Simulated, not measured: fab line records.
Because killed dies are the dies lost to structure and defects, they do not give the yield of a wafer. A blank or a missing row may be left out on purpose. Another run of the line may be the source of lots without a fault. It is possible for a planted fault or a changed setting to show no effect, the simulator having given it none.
3 desks, one fault | flow n5 finfet | every desk sees just its own numbers, and what lay behind them comes last

THE DEFECT DESK
Inspection counts along the route, by lot: the mean over sampled wafers that carry a number. Marked OUT: a lot whose mean sits more than 4 standard deviations from the usual mean, which makes it out of limits; the brackets give that distance.
Columns: A = raw defect count at N5_MIM_TOP_LITHO_INSPECT_12, usual 1.9
lot  | first seen here | A
L598 | day 11 23:00    | 2.0
L601 | day 13 22:50    | 1.7
L613 | day 16 04:52    | 2.7
L615 | day 16 17:54    | 2.7
L614 | day 16 18:22    | 2.0
L616 | day 16 18:44    | 4.0
L617 | day 17 00:07    | 2.0
Finding of this desk: none of the 7 lots has anything out of limits.

METROLOGY DESK
What the gauges read, lot by lot, whatever tool the lot ran on: means of the sampled wafers that have a number. Marked OUT: a lot whose mean sits more than 4 standard deviations from the usual mean, which makes it out of limits; the brackets give that distance.
Columns: A = cd nm at N5_MIM_TOP_LITHO_CD_MEAS_08, usual 2000.9 nm; B = MIM_TOP_OVL at N5_MIM_TOP_LITHO_OVL_MEAS_11, usual 1 nm
lot  | first seen here | A      | B
L598 | day 11 22:56    | 1999.9 | 2
L601 | day 13 22:47    | 2002.1 | 1
L613 | day 16 04:49    | 1999.9 | 5
L615 | day 16 17:51    | 1999.9 | -1
L614 | day 16 18:18    | 2002.3 | 4
L616 | day 16 18:41    | 2001.1 | -4
L617 | day 17 00:04    | 1999.4 | 0
Finding of this desk: none of the 7 lots has anything out of limits.

THE TOOL OWNER'S DESK: rie metal-02
The tool's own readings at N5_MIM_TOP_ETCH_ETCH_00 (etches TiN in Cl2/BCl3, target depth 38.5 nm): means of the sampled wafers that have a number, for each lot that ran on this tool. Marked OUT: a lot whose mean sits more than 4 standard deviations from the usual mean, which makes it out of limits; the brackets give that distance.
Columns: A = drypump motor current A at N5_MIM_TOP_ETCH_ETCH_00, usual 5.8 A; B = mfc cl2 sccm at N5_MIM_TOP_ETCH_ETCH_00, usual 53.26 sccm; C = oes product au at N5_MIM_TOP_ETCH_ETCH_00, usual 0.82 a.u.; D = rf fwd power W at N5_MIM_TOP_ETCH_ETCH_00, usual 992 W; E = throttle valve pct at N5_MIM_TOP_ETCH_ETCH_00, usual 22.67 %
lot  | first seen here | A   | B     | C    | D   | E
L613 | day 16 05:02    | 6.3 | 53.30 | 0.81 | 995 | 22.85
L614 | day 16 18:31    | 6.4 | 53.47 | 1.02 | 997 | 22.55
L616 | day 16 18:51    | 6.4 | 53.16 | 0.99 | 996 | 22.55
L617 | day 17 00:38    | 6.3 | 53.34 | 0.99 | 994 | 22.56
Finding of this desk: none of the 4 lots has anything out of limits.

BROUGHT TOGETHER
No out-of-limits result turned up at the defect desk.
From the metrology desk's view, nothing was out of limits.
Nothing out of limits was seen by the tool owner's desk.

WHAT HAD BEEN PUT IN BY THE SIMULATOR
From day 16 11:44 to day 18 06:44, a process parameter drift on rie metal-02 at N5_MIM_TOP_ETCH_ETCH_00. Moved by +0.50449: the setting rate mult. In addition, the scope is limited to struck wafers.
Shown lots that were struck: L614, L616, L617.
